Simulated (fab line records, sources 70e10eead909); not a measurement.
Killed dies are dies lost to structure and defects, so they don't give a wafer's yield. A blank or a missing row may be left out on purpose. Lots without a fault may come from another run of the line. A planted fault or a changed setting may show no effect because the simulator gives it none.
Problem report in the 8D (eight disciplines) form, filled by code | flow nand_harc | the parts of the form that need people (team, actions taken, sign-off) are left out

1. THE PROBLEM
run_length_s at NHARC_P_M0_ETCH_34 reads a mean of 52.7 s on 4 wafers of 3 lots; wafers without a fault read 65.3 s with a standard deviation of 0.43. That is -29 standard deviations from the usual mean.
The step: etches the open film in N2/H2, target depth 40 nm, overetch 12 nm, time 43.94 s.
First seen on wafer L556.2, day 14 10:14, on rie_diel-02. The record holds 36 wafers of 12 lots with a number at this step. Rule for "out", or "out of limits": more than 4 standard deviations from the usual mean. The other wafers with a number count as sound.

2. WHAT IT IS AND WHAT IT IS NOT
question                    | is                             | is not
which readings at this step | run_length_s                   | drypump_motor_current_A, oes_product_au, rf_vpp_V, showerhead_plenum_p_Torr
which lots                  | L555, L556, L557               | L535, L537, L538, L539, L540, L544, L546, L548, L551
which wafers of those lots  | L555.1, L555.2, L556.2, L557.2 | L555.4, L556.4, L556.5, L557.4, L557.6
read on which tools         | rie_diel-02                    | rie_diel-07
when                        | from day 14 10:14              | up to then (29 sound wafers); but 3 sound wafers of L555, L557 came after

3. SUSPECTS, AND WHAT RULES EACH OUT
Counting: a tool at a process step up to the reading stays a suspect if it ran every lot that is out. Sound lots after the first of them don't rule it out here, since some wafers of a struck lot are sound.
- rie_diel-02 at NHARC_P_M0_ETCH_34 (etches the open film in N2/H2, target depth 40 nm, overetch 12 nm, time 43.94 s): kept. It ran every lot that is out, first L556 (day 14 10:14); its last sound lot up to then is L551 (day 12 21:20). Its own readings are out on those wafers: run_length_s.
Left after counting: rie_diel-02 at NHARC_P_M0_ETCH_34.

4. THE CAUSE (what the simulator had put in)
Process parameter drift: rie_diel-02, from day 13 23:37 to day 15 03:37, at NHARC_P_M0_ETCH_34. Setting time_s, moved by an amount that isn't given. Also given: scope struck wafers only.
Counting left only this tool.

5. THE CHAIN OF EFFECTS, in route order
Each row: a reading whose mean over the struck wafers that have a number lies more than 3 standard deviations from the usual. Only readings for which the record gives a usual standard deviation are gone through. hours: the time from each lot's start at the first step in this table that gives one to its start at this step, as a median over the lots. sigmas: the change in usual standard deviations.
hours | step               | reading      | usual  | on struck wafers | change | sigmas
0     | NHARC_P_M0_ETCH_34 | run_length_s | 65.3 s | 52.7             | -12.6  | -29
The process steps in it:
- NHARC_P_M0_ETCH_34: etches the open film in N2/H2, target depth 40 nm, overetch 12 nm, time 43.94 s.

6. WHAT WOULD HAVE CAUGHT IT SOONER
In this record the first reading out of limits was taken at day 14 10:14, 11 hours after the fault began at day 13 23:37.
